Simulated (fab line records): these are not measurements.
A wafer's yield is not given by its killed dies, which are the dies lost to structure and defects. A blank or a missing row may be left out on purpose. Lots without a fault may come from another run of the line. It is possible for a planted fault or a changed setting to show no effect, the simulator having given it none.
Split-lot experiment | flow n5Finfet | route with 1938 steps; 7 lots, 21 wafers read

## SPLIT DETAILS
At N5_BEOL_M0_SAQP_PECVD_96 (deposits a-Si from SiH4/He, target thk 45 nm, time 45.2 s), the setting timeS was moved away from the recipe's 45.2 s on 5 of the 21 wafers read, by -10.4% to +12.4%. The other wafers ran this setting at the recipe's value.

## FROM THE SPLIT TO THE READING: what the file shows between them, 13 steps
- N5_BEOL_M0_SAQP_PECVD_04: deposits a-Si from SiH4/He, target thk 60 nm, time 60.2 s (also split here: timeS)
- N5_BEOL_M0_SAQP_THK_MEAS_05
- N5_BEOL_M0_SAQP_MANDREL_ETCH_20: etches a-Si in HBr/Cl2, stops on SiNx, target depth 60 nm, bt time 10 s, time 30 s (also split here: overEtchFrac)
- N5_BEOL_M0_SAQP_SPACER1_ALD_98: deposits SiO2, target thk 12.8 nm, pulse time 1 s, purge time 2 s (also split here: tempC)
- N5_BEOL_M0_SAQP_SPACER1_ETCHBACK_99: etches SiO2 in CHF3/O2, target depth 15.4 nm, time 7.7 s
- N5_BEOL_M0_SAQP_MANDREL1_REMOVE_100: chemistry HBr/Cl2/O2, target a-Si, stops on SiNx, bt time 10 s
- N5_BEOL_M0_SAQP_ETCH_101: etches SiNx in CH3F/O2, target depth 29.9 nm, time 42.7 s
- N5_BEOL_M0_SAQP_ETCH_102: etches SiO2 in CF4, target depth 4 nm, time 4.4 s
- N5_BEOL_M0_SAQP_MANDREL_ETCH_103: etches a-Si in HBr/Cl2, stops on SiCN, target depth 45 nm, bt time 10 s, time 27 s
- N5_BEOL_M0_SAQP_RECESS_104: chemistry HF/NH3, target SiO2, target depth 18 nm, afs cycles 3, sublimation time 60 s
- N5_BEOL_M0_SAQP_COAT_105: time 60 s, resist thk 100 nm
- N5_BEOL_M0_SAQP_STRIP_108: strips in N2/H2
- N5_BEOL_M0_SAQP_RECESS_109: chemistry HF/NH3, target SiO2, target depth 3 nm, afs cycles 1, sublimation time 60 s

## THE READING
a-Si_of_BEOL_M0_SAQP_PECVD_96.thkNm (the simulator's own value, which no gauge read), in nm, at N5_BEOL_M0_SAQP_SPACER2_ALD_26 (deposits SiO2, target thk 15 nm, pulse time 1 s, purge time 2 s). No usual value for it is given in the file. Here, 16 wafers ran the recipe; their average is 44.5 nm with a standard deviation of 0.58 nm.

wafer  | tool, chamber at the split | timeS as run, s | against the recipe | a-Si_of_BEOL_M0_SAQP_PECVD_96.thkNm, nm | against lot-mates on the recipe
L079.2 | pecvd-04, 0                | 45.2            | recipe             | 44.8                                    | -
L079.5 | pecvd-04, 2                | 45.2            | recipe             | 44.8                                    | -
L079.6 | pecvd-04, 0                | 45.2            | recipe             | 45.6                                    | -
L080.1 | pecvd-02, 0                | 45.2            | recipe             | 43.8                                    | -
L080.5 | pecvd-02, 2                | 45.2            | recipe             | 44.4                                    | -
L080.6 | pecvd-02, 0                | 45.2            | recipe             | 43.6                                    | -
L083.1 | pecvd-03, 2                | 50.81           | +12.4%             | 49.4                                    | +5.2
L083.2 | pecvd-03, 1,2              | 45.2            | recipe             | 44.2                                    | -
L083.4 | pecvd-03, 1,2              | 45.2            | recipe             | 44.2                                    | -
L088.2 | pecvd-03, 0                | 45.2            | recipe             | 44.6                                    | -
L088.3 | pecvd-03, 2                | 43.32           | -4.2%              | 41.8                                    | -3.1
L088.5 | pecvd-03, 0                | 45.2            | recipe             | 45.2                                    | -
L092.2 | pecvd-04, 1                | 45.2            | recipe             | 43.8                                    | -
L092.5 | pecvd-04, 2                | 45.2            | recipe             | 45.2                                    | -
L092.6 | pecvd-04, 0                | 45.2            | recipe             | 45                                      | -
L095.1 | pecvd-04, 2                | 45.2            | recipe             | 44.2                                    | -
L095.3 | pecvd-04, 1                | 40.52           | -10.4%             | 39                                      | -5.2
L095.6 | pecvd-04, 1                | 40.52           | -10.4%             | 39.8                                    | -4.4
L097.2 | pecvd-02, 2                | 45.2            | recipe             | 44                                      | -
L097.3 | pecvd-02, 1                | 41.01           | -9.3%              | 39.6                                    | -4.3
L097.6 | pecvd-02, 0                | 45.2            | recipe             | 43.8                                    | -
Where a row lists several chambers, the file gives one row for several wafers and doesn't say which wafer went through which chamber.

FIT RESULTS
A straight line over all 21 wafers: a-Si_of_BEOL_M0_SAQP_PECVD_96.thkNm changes by +0.465 nm for each +1% of timeS; r = +0.97; the points scatter about the line by 0.61 nm.
The same after taking each lot's own level away (the mean of its wafers on the recipe; 21 wafers): +0.455 nm for each +1%; r = +0.98; scatter 0.46 nm.
According to that fit, moving timeS by its largest amount changes the reading by 5.6 nm.
From 43.90 to 45.07 nm: that is the span of the lots' own levels, equal to 2.0 times the standard deviation above.
Hence the lot-to-lot level has little effect on the slope; both slopes agree.
Check: with one of the wafers moved furthest among these (+12.4%) left out of the fit, the line predicts +5.85 nm for it against its lot-mates. It came out at +5.2 nm against them.

## OTHER SPLITS APPLIED TO THESE WAFERS
These wafers also went through other splits before the reading. Each is held against what the fit with the lots' levels taken away leaves over:
other split on the same wafers               | wafers away from the commonest value | r with a-Si_of_BEOL_M0_SAQP_PECVD_96.thkNm (lot level and that fit taken away)
N5_HKMG_FIN_HK_ALD_01 aldCycles              | 6                                    | -0.13
N5_HKMG_FIN_ETCH_35 biasW                    | 9                                    | +0.04
N5_MOL_CONTACT_COAG_CONTACT_ETCH_14 sourceW  | 7                                    | -0.06
N5_BEOL_M0_SAQP_PECVD_04 timeS               | 7                                    | +0.20
N5_BEOL_M0_SAQP_MANDREL_ETCH_20 overEtchFrac | 8                                    | -0.10
N5_BEOL_M0_SAQP_SPACER1_ALD_98 tempC         | 10                                   | -0.02

## THE WHOLE CHAIN: every reading that the file lists as answering this split, in the file's order
step                             | what it does                                                                       | reading                                                                              | change (the file's fit)               | r (the file's)
N5_BEOL_M0_SAQP_PECVD_96         | deposits a-Si from SiH4/He, target thk 45 nm, time 45.2 s                          | a-Si_of_BEOL_M0_SAQP_PECVD_96.thkNm (the simulator's own value, which no gauge read) | +0.451 nm for each +1% of the setting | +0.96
N5_BEOL_M0_SAQP_MANDREL_ETCH_103 | etches a-Si in HBr/Cl2, stops on SiCN, target depth 45 nm, bt time 10 s, time 27 s | etch.depthNm (the simulator's own value, which no gauge read)                        | +0.455 nm for each +1% of the setting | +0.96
N5_BEOL_M0_SAQP_SPACER2_ALD_26   | deposits SiO2, target thk 15 nm, pulse time 1 s, purge time 2 s                    | a-Si_of_BEOL_M0_SAQP_PECVD_96.thkNm (the simulator's own value, which no gauge read) | +0.458 nm for each +1% of the setting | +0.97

## THE FILE'S OWN FIT
a-Si_of_BEOL_M0_SAQP_PECVD_96.thkNm changes by +0.458 nm for each +1% of timeS, r = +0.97.
